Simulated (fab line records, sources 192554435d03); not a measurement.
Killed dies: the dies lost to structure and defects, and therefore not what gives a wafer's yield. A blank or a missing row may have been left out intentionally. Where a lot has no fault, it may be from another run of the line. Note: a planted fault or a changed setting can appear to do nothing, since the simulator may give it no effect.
Comparing a struck lot with a sound one / flow n5 finfet / 40 out of 1938 route steps
Sound: the wafers L842.1, L842.2, L842.4. Struck: wafer L846.1. (L846.5, L846.6 of the same lot were not struck and are left out.) The cause comes at the end.
At each step with rows: each side's tool, then ch and its chambers, then its first start. Under that, the readings that differ: sound wafers / struck wafers / difference of the means / sigmas: that difference in standard deviations of wafers without a fault.
alike: same words and numbers on both sides, and readings whose means sit less than 2 such deviations apart. not compared: any withheld reading, any reading some wafer has no value for, any bound like >300 that may hide the same value, and any number with overlapping values for which the record gives no deviation.
The two part at a step that has a row with sigmas, a row that says differs or no value, or rows on one side only. Non-overlapping numbers with no deviation appear without sigmas and do not part them. A reading missing from all wafers of one side parts the sides only when that side holds two or more wafers.

first, 12 steps without rows for these wafers: N5_BEOL_M1_ANNEAL_87 (time 240 s); N5_BEOL_M1_SPUTTER_88 (material Cu, target thk 4.5 nm, time 8.29 s); N5_BEOL_M1_ANNEAL_89 (time 240 s); N5_BEOL_M1_SPUTTER_90 (material Cu, target thk 4.5 nm, time 8.29 s); N5_BEOL_M1_ANNEAL_91 (time 240 s); N5_BEOL_M1_SPUTTER_92 (material Cu, target thk 4.5 nm, time 8.29 s); N5_BEOL_M1_ANNEAL_93 (time 240 s); N5_BEOL_M1_SPUTTER_94 (material Cu, target thk 4.5 nm, time 8.29 s); N5_BEOL_M1_ANNEAL_95 (time 240 s); N5_BEOL_M1_SPUTTER_96 (material Cu, target thk 4.5 nm, time 8.29 s); N5_BEOL_M1_ECD_50 (material Cu, target thk 300 nm); N5_BEOL_M1_ANNEAL_51 (time 90 s).
N5_BEOL_M1_CMP_52: polishes, stops on SiOC, t overpolish 6.8 s, target thk 40 nm.
  sound on cmp-01 ch 0,1,3, day 9 12:31; struck on cmp-01 ch 0, day 10 09:34
  alike: barrier field endpoint s, motor current A, overpolish run s, time to endpoint s
then, 4 steps without rows for these wafers: N5_BEOL_M1_PRE_CLEAN_60 (time 15 s); N5_BEOL_M1_CO_CAP_55 (material Co, precursor CCTBA/H2, target thk 2 nm, time 102.1 s); N5_BEOL_M1_PRE_CLEAN_56 (time 15 s); N5_BEOL_M1_DEP_57 (deposits SiCN from 3MS/NH3, target thk 8 nm, time 14 s).
N5_BEOL_M1_INSPECT_59: inspects for defects (darkfield).
  sound on defect inspect-01, day 9 13:08; struck on defect inspect-02, day 10 10:07
reading=raw defect count; sound=86 92 73; struck=403; difference=+319; sigmas=+14
then, 12 steps without rows for these wafers: N5_BEOL_M2_ILD_DEP_00 (deposits SiOC from DEMS/O2, target thk 79 nm, time 15.3 s); N5_BEOL_M2_PECVD_72 (deposits SiO2 from TEOS/O2, target thk 16 nm, time 18 s); N5_BEOL_M2_HM_DEP_02 (deposits TiN, target thk 20 nm); N5_BEOL_M2_COAT_61 (time 60 s, resist thk 60 nm); N5_BEOL_M2_COAT_62 (time 60 s, resist thk 12 nm); N5_BEOL_M2_COAT_73 (time 60 s, resist thk 5 nm); N5_BEOL_M2_COAT_05 (resist thk 30 nm); N5_BEOL_M2_EBR_07; N5_BEOL_M2_SOFTBAKE_06 (time 60 s); N5_BEOL_M2_EXPOSE_08 (exposes mask M2); N5_BEOL_M2_PEB_09 (peb time 60 s); N5_BEOL_M2_DEVELOP_10 (develop time 30 s).
N5_BEOL_M2_INSPECT_13: inspects for defects (brightfield).
  sound on defect inspect-01, day 9 14:41; struck on defect inspect-01, day 10 12:56
reading=raw defect count; sound=309 327 339; struck=697; difference=+372; sigmas=+4
then, 6 steps without rows for these wafers: N5_BEOL_M2_DESCUM_16 (chemistry O2, time 7 s); N5_BEOL_M2_ETCH_74 (etches underlayer in N2/H2, target depth 6.5 nm, time 5.2 s); N5_BEOL_M2_ETCH_63 (etches SiARC in CF4, target depth 15.6 nm, time 26 s); N5_BEOL_M2_ETCH_64 (etches SOC in N2/H2, target depth 75 nm, overetch 22.5 nm, time 121.9 s); N5_BEOL_M2_STRIP_65 (strips in N2/H2); N5_BEOL_M2_STRIP_75 (strips in N2/H2).
N5_BEOL_M2_INSPECT_30: inspects for defects (brightfield).
  sound on defect inspect-01, day 9 15:35; struck on defect inspect-01, day 10 13:56
reading=raw defect count; sound=327 332 340; struck=723; difference=+390; sigmas=+4
-- record jumps: 4 days separate the struck wafers' starts on either side; left off in module BEOL_M2, taken up again in module BEOL_M4, whose first shown step is the route's number 1111 --
N5_BEOL_M4_RC_MEAS_101:
  sound on prober-02 ch 0, day 13 22:44; struck on prober-02 ch 0, day 14 05:25
reading=ION_P (uA/um); sound=461 471 456; struck=480; difference=+17; sigmas=+2
  alike: DIBL_N, DIBL_P, IOFF_N, IOFF_P, ION_N, SS_N, SS_P, VT_N, VT_P
-- the record jumps here: 6 days lie between the struck wafers' starts before and after (it left off in module BEOL_M4 and takes up again in module PASSIVATION, whose first step shown is number 1936 of the route) --
N5_PASSIVATION_PROBE_49:
  sound on prober-02, day 18 22:13; struck on prober-01, day 19 18:33
reading=defect limited yield (%); sound=89.3 89.4 88.5; struck=68.9; difference=-20.2; sigmas=-13
reading=killed_at_M0_to_M3; sound=39 53 53; struck=277; difference=+229; sigmas=+21
reading=killed dies; sound=126 125 136; struck=367; difference=+238; sigmas=+13
reading=killed on rim; sound=16 10 9; struck=52; difference=+40; sigmas=+9
reading=sort_bin_5_function (%); sound=6.4 6.5 7.3; struck=18.5; difference=+11.8; sigmas=+12
reading=sort_bin_6_memory (%); sound=3.6 3.7 3.9; struck=11.0; difference=+7.3; sigmas=+10
reading=sort n pass; sound=1051 1055 1044; struck=813; difference=-237; sigmas=-12
reading=sort yield pct (%); sound=89.1 89.4 88.5; struck=68.9; difference=-20.1; sigmas=-12
  alike: killed_at_M4_up, killed at contacts, killed at front end, killed at other, killed open, killed short, sort_bin_4_leakage, sort_bin_8_speed

WHERE THEY PART
Earliest at N5_BEOL_M1_INSPECT_59; latest, in this record, at N5_PASSIVATION_PROBE_49.

WHY: what the simulator had put in
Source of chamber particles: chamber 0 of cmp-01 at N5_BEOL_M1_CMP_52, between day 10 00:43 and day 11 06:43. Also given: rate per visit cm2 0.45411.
